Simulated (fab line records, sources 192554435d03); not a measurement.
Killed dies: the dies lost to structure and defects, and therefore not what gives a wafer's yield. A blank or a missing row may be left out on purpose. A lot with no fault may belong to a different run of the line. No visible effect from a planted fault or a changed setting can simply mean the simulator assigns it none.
Split-lot study -- flow n5Finfet -- 7 lots, 21 wafers read, on a route of 1938 steps

== ON THE SPLIT ==
At N5_MOL_CONTACT_COAG_PECVD_31 (deposits SiO2 from TEOS/O2, target thk 46 nm, time 8.9 s), the setting timeS was moved away from the recipe's 8.9 s on 8 of the 21 wafers read, by -5.1% to +10.7%. The other wafers ran this setting at the recipe's value.

== FROM THE SPLIT TO THE READING: what the file shows between them, 6 steps ==
- N5_MOL_CONTACT_COAG_EXPOSE_81: exposes mask VG, defocus 0 nm (also split here: doseMj)
- N5_MOL_CONTACT_COAG_PEB_82: peb time 60 s
- N5_MOL_CONTACT_COAG_DEVELOP_83: develop time 30 s
- N5_MOL_CONTACT_COAG_CD_MEAS_84: target cd 25.1 nm
- N5_MOL_CONTACT_COAG_ETCHBACK_135: etches SiO2 in CHF3, target depth 25 nm, time 16.7 s
- N5_MOL_CONTACT_COAG_STRIP_118: strips in CHF3

== THE READING ==
etch.depthNm (the simulator's own value, which no gauge read), in nm, at N5_MOL_CONTACT_COAG_VIA_ETCH_46 (etches SiO2 in C4F6/O2, target depth 46 nm, overetch 9.2 nm, time 40 s). There is no usual value for it anywhere in the file. Across the 13 wafers here that went through the recipe, the average is 45.92 nm and the standard deviation 0.56 nm.

wafer,"tool, chamber at the split","timeS as run, s",against the recipe,"etch.depthNm, nm",against lot-mates on the recipe
L077.1,"pecvd-02, 2",8.9,recipe,45.8,-
L077.2,"pecvd-02, 1",8.9,recipe,45.19,-
L077.3,"pecvd-02, 0",8.9,recipe,46.08,-
L078.3,"pecvd-04, 2",8.9,recipe,45.03,-
L078.4,"pecvd-04, 0",8.473,-4.8%,43.79,-1.59
L078.5,"pecvd-04, 2",8.9,recipe,45.73,-
L079.2,"pecvd-02, 0",8.9,recipe,46.43,-
L079.4,"pecvd-02, 2",9.849,+10.7%,51.46,+5.03
L079.5,"pecvd-02, 1",9.849,+10.7%,50.72,+4.29
L080.3,"pecvd-01, 1",8.9,recipe,45.24,-
L080.4,"pecvd-01, 2",8.449,-5.1%,44.14,-1.10
L080.5,"pecvd-01, 1",8.449,-5.1%,43.92,-1.32
L091.4,"pecvd-04, 2",9.722,+9.2%,49.63,+3.71
L091.5,"pecvd-04, 0",8.9,recipe,46.23,-
L091.6,"pecvd-04, 1",8.9,recipe,45.61,-
L094.2,"pecvd-04, 1",8.9,recipe,45.97,-
L094.3,"pecvd-04, 2",8.9,recipe,46.42,-
L094.4,"pecvd-04, 1",8.9,recipe,46.13,-
L095.2,"pecvd-01, 0",9.407,+5.7%,49.1,+2.00
L095.3,"pecvd-01, 2",8.9,recipe,47.1,-
L095.5,"pecvd-01, 2",9.407,+5.7%,49.33,+2.23

FIT RESULTS
A straight line over all 21 wafers: etch.depthNm changes by +0.461 nm for each +1% of timeS; r = +0.97; the points scatter about the line by 0.55 nm.
The same after taking each lot's own level away (the mean of its wafers on the recipe; 21 wafers): +0.385 nm for each +1%; r = +0.98; scatter 0.38 nm.
On that fit, the largest move of timeS shifts the reading by 4.1 nm.
From 45.240 to 47.100 nm: that is the span of the lots' own levels, equal to 3.4 times the standard deviation above.
So the lot-to-lot level changes the slope: the two fits differ.
Check: +3.96 nm against its lot-mates is what the line predicts for one of the wafers moved furthest among these (+10.7%) when that wafer is left out of the fit. It came out at +5.03 nm against them.

== FURTHER SPLITS ON THESE WAFERS ==
Before the reading, these wafers also passed through other splits. Each is held against what the fit with the lots' levels taken away leaves over:
other split on the same wafers,wafers away from the commonest value,r with etch.depthNm (lot level and that fit taken away)
N5_HKMG_FIN_HK_ALD_01 aldCycles,8,+0.34
N5_GATE_CUT_ETCH_58 biasW,10,+0.13
N5_GATE_CUT_COAT_27 spinRpm,3,-0.10
N5_MOL_CONTACT_COAG_SPUTTER_143 targetThkA,5,+0.14
N5_MOL_CONTACT_COAG_EXPOSE_81 doseMj,8,-0.33

== THE WHOLE CHAIN: every reading that the file lists as answering this split, in the file's order ==
step,what it does,reading,change (the file's fit),r (the file's)
N5_MOL_CONTACT_COAG_PECVD_31,"deposits SiO2 from TEOS/O2, target thk 46 nm, time 8.9 s","SiO2_of_MOL_CONTACT_COAG_PECVD_31.thkNm (the simulator's own value, which no gauge read)",+0.391 nm for each +1% of the setting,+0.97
N5_MOL_CONTACT_COAG_VIA_ETCH_46,"etches SiO2 in C4F6/O2, target depth 46 nm, overetch 9.2 nm, time 40 s","etch.depthNm (the simulator's own value, which no gauge read)",+0.392 nm for each +1% of the setting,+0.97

== FILE'S OWN FIT ==
etch.depthNm changes by +0.392 nm for each +1% of timeS, r = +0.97.
